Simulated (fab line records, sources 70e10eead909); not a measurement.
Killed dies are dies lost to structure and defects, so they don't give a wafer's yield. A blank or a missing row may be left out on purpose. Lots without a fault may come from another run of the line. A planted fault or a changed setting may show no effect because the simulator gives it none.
Which tool did it? | flow nand_harc | 13 lots, 37 wafers sampled, at 3 steps of a route of 1302

WHAT THE GAUGES READ, wafer by wafer
NHARC_A_M1_THK_MEAS_24: measures by xrf.
lot  | measured     | on            | thk_nm (nm)
L488 | day 23 07:48 | film_metro-01 | 152.5 152.6 153.1
L487 | day 23 10:53 | film_metro-01 | 154.1 154.2 153.6
L489 | day 24 18:49 | film_metro-01 | 151.2 154.6 153.4
L491 | day 24 21:16 | film_metro-01 | 156.2 155.6 156.0
L492 | day 25 16:23 | film_metro-01 | 154.5 155.8 153.6
L494 | day 26 22:44 | film_metro-01 | 153.1
L498 | day 27 14:04 | film_metro-01 | 154.9 156.6 154.1
L501 | day 28 16:24 | film_metro-01 | 156.9 150.8 158.4
L503 | day 30 06:26 | film_metro-02 | 152.1 155.0 157.5
L502 | day 30 13:38 | film_metro-02 | 158.0 152.9 155.1
L505 | day 30 23:40 | film_metro-02 | 154.7 153.2 152.5
L506 | day 32 08:16 | film_metro-02 | 156.4 152.5 152.8
L508 | day 32 14:10 | film_metro-02 | 154.6 154.8 154.4

NHARC_A_BONDPAD_THK_MEAS_30: measures by ellipsometry.
lot  | measured     | on            | thk_nm (nm)
L488 | day 23 09:19 | film_metro-01 | 201.6 199.4 199.7
L487 | day 23 12:24 | film_metro-02 | 205.3 203.6 200.3
L489 | day 24 20:20 | film_metro-02 | 199.2 198.7 199.3
L491 | day 24 22:47 | film_metro-01 | 201.1 198.7 199.6
L492 | day 25 17:55 | film_metro-02 | 199.7 197.5 197.1
L494 | day 27 00:14 | film_metro-02 | 198.9
L498 | day 27 15:35 | film_metro-01 | 202.6 198.9 197.4
L501 | day 28 17:55 | film_metro-01 | 200.3 199.2 204.8
L503 | day 30 07:57 | film_metro-01 | 199.6 201.6 199.8
L502 | day 30 15:09 | film_metro-02 | 202.3 203.3 202.0
L505 | day 31 01:11 | film_metro-01 | 201.6 200.4 198.5
L506 | day 32 09:47 | film_metro-02 | 202.4 203.0 200.0
L508 | day 32 15:41 | film_metro-02 | 201.5 200.9 200.1

WHICH TOOL RAN EACH LOT (tool, then ch and the chambers of the sampled wafers, then the start)
lot  | NHARC_A_M1_ANNEAL_31
L488 | rtp_anneal-02 ch 0, day 23 07:09
L487 | rtp_anneal-02 ch 0, day 23 10:14
L489 | rtp_anneal-02 ch 0, day 24 18:10
L491 | rtp_anneal-02 ch 0, day 24 20:43
L492 | rtp_anneal-02 ch 0, day 25 15:47
L494 | rtp_anneal-02 ch 0, day 26 22:16
L498 | rtp_anneal-02 ch 0, day 27 13:24
L501 | rtp_anneal-02 ch 0, day 28 15:51
L503 | rtp_anneal-01 ch 0, day 30 05:46
L502 | rtp_anneal-01 ch 0, day 30 13:08
L505 | rtp_anneal-02 ch 0, day 30 23:07
L506 | rtp_anneal-01 ch 0, day 32 07:37
L508 | rtp_anneal-02 ch 0, day 32 13:30
- NHARC_A_M1_ANNEAL_31: time 90 s.

WHAT THE TOOLS THEMSELVES READ (means of the sampled wafers that have a number; where no wafer has one, the mark that the record gives instead)
NHARC_A_M1_ANNEAL_31.
lot  | tool          | wafer_temp_C_max
L488 | rtp_anneal-02 | 226.13
L487 | rtp_anneal-02 | 226.29
L489 | rtp_anneal-02 | 226.20
L491 | rtp_anneal-02 | 226.36
L492 | rtp_anneal-02 | 226.09
L494 | rtp_anneal-02 | 225.86
L498 | rtp_anneal-02 | 226.05
L501 | rtp_anneal-02 | 226.06
L503 | rtp_anneal-01 | 226.42
L502 | rtp_anneal-01 | 226.16
L505 | rtp_anneal-02 | 225.96
L506 | rtp_anneal-01 | 226.18
L508 | rtp_anneal-02 | 226.07

THE ANSWER, worked out from the rows above alone
Rule: what is usual is taken from the lots themselves. Put in order of their means at a reading, lots are off if they are a third of the lots or fewer, leave a main group of 4 or more, and stand apart from it by a gap of 3 or more times the standard deviation of the main group's means; of several such gaps the widest counts. A main group whose means are all the same, to the digits that the tables above print for the reading, isn't used. A lot without any number at a reading at which 4 lots or more have one is off too. The other lots that the step has rows for count as sound. The gauges are gone through in route order, then the tools' own readings, and for those a lot's mean is taken as printed above. The first step at which some lot is off is used, and at that step the reading that is off furthest; a lot without a number counts as furthest.
No lot is off at any reading shown: from this, nothing can be told.

WHAT THE SIMULATOR HAD PUT IN
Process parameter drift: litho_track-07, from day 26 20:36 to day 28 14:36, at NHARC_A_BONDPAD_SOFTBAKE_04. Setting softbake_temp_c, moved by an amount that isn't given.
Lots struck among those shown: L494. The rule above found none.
